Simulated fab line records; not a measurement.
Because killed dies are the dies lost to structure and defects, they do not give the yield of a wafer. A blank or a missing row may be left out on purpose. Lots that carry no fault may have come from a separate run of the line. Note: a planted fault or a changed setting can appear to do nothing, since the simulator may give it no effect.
A struck lot beside a sound one	flow nand harc	15 out of 1302 route steps
Sound: wafers L604.1, L604.2, L604.6. Struck: wafers L614.3, L614.6 (left out: L614.4, a lot-mate that was not struck); the cause follows at the end.
For every step that has rows: the tool of each side, followed by ch and its chambers, followed by its first start. Under that, the readings that differ: sound wafers	struck wafers	difference of the means	sigmas: that difference in standard deviations of wafers without a fault.
alike: same words and numbers on both sides, and readings whose means sit less than 2 such deviations apart. not compared: any withheld reading, any reading some wafer has no value for, any bound like >300 that may hide the same value, and any number with overlapping values for which the record gives no deviation.
Wherever a step has rows on one side only, a row that says differs or no value, or a row with sigmas, the two part there. Numbers that don't overlap but have no deviation are shown without sigmas and don't part them. A reading missing from all wafers of one side parts the sides only when that side holds two or more wafers.

first, 1 step without rows for these wafers: NHARC_A_BLC_DESCUM_15 (chemistry O2, time 3 s).
NHARC_A_BLC_ETCH_16: etches the open film in CF4, target depth 39 nm, time 65 s.
  sound on rie diel-11 ch 1,2,3, day 23 23:10; struck on rie diel-11 ch 1,2, day 27 02:41
  alike: chamber pressure mTorr, drypump motor current A, oes product au, rf vpp V, showerhead plenum p Torr, throttle valve pct
  not compared: rf hours counter h
NHARC_A_BLC_ETCH_17: etches the open film in N2/H2, target depth 390 nm, time 609.38 s.
  sound on rie diel-11 ch 1,3; struck on rie diel-11 ch 0,2
  alike: chamber pressure mTorr, drypump motor current A, oes product au, rf vpp V, showerhead plenum p Torr, throttle valve pct
  not compared: rf hours counter h
then, 1 step without rows for these wafers: NHARC_A_BLC_ETCH_18 (etches the open film in C4F8/O2/Ar, target depth 910 nm).
NHARC_A_BLC_CD_MEAS_19:
  sound: cd sem-01 at day 24 00:02; struck: cd sem-03 at day 27 03:34
  alike: cd nm
NHARC_A_BLC_STRIP_29: strips in CF4.
  sound on rie diel-09 ch 0,3, day 24 00:07; struck on rie diel-11 ch 1,3, day 27 03:39
  alike: chamber pressure mTorr, drypump motor current A, oes product au, rf vpp V, showerhead plenum p Torr, throttle valve pct
  not compared: rf hours counter h
NHARC_A_BLC_STRIP_21: strips in O2.
  sound on rie diel-09 ch 2,3, day 24 00:13; struck on rie diel-11 ch 1,3, day 27 03:46
reading	sound	struck	difference	sigmas
oes product au (a.u.)	1.021 1.028 1.018	0.963 0.991	-0.045	-3
  alike: chamber pressure mTorr, drypump motor current A, rf vpp V, showerhead plenum p Torr, throttle valve pct
  not compared: rf hours counter h
then, 4 steps without rows for these wafers: NHARC_A_BLC_STRIP_22 (strips in post etch residue remover, time 600 s); NHARC_A_BLC_DEGAS_30 (time 60 s); NHARC_A_BLC_PRE_CLEAN_31 (time 15 s); NHARC_A_BLC_PVD_32 (deposits Ti, target thk 5 nm, time 17.7 s).
NHARC_A_BLC_ALD_23: deposits TiN, target thk 3 nm, pulse time 1 s, ald cycles 150.
  sound on ald metal-04 ch 1,2, day 24 00:53; struck on ald metal-03 ch 1,2, day 27 04:26
  alike: heater power w, precursor pulse height rel
NHARC_A_BLC_CVD_24: deposits W, target thk 150 nm, time 434 s.
  sound on cvd w-02 ch 0,1, day 24 01:43; struck on cvd w-01 ch 0, day 27 04:46
  alike: heater power w, throttle valve pct
NHARC_A_BLC_CMP_25: polishes, t overpolish 30 s, target thk 150 nm.
  sound on cmp-03 ch 0,1,3, day 24 02:15; struck on cmp-03 ch 1,2, day 27 05:08
reading	sound	struck	difference	sigmas
time to endpoint s (s)	25 28 23	18 17	-8	-3
  alike: motor current A, overpolish run s, slurry flow ml min
NHARC_END_SORT_01:
  at this point the record logs the struck wafers (prober-01 ch 0, day 28 21:28) and has no rows for the sound ones

== WHERE THEY PART ==
Earliest at NHARC_A_BLC_STRIP_21; latest, in this record, at NHARC_END_SORT_01.

WHY: whatever the simulator had introduced
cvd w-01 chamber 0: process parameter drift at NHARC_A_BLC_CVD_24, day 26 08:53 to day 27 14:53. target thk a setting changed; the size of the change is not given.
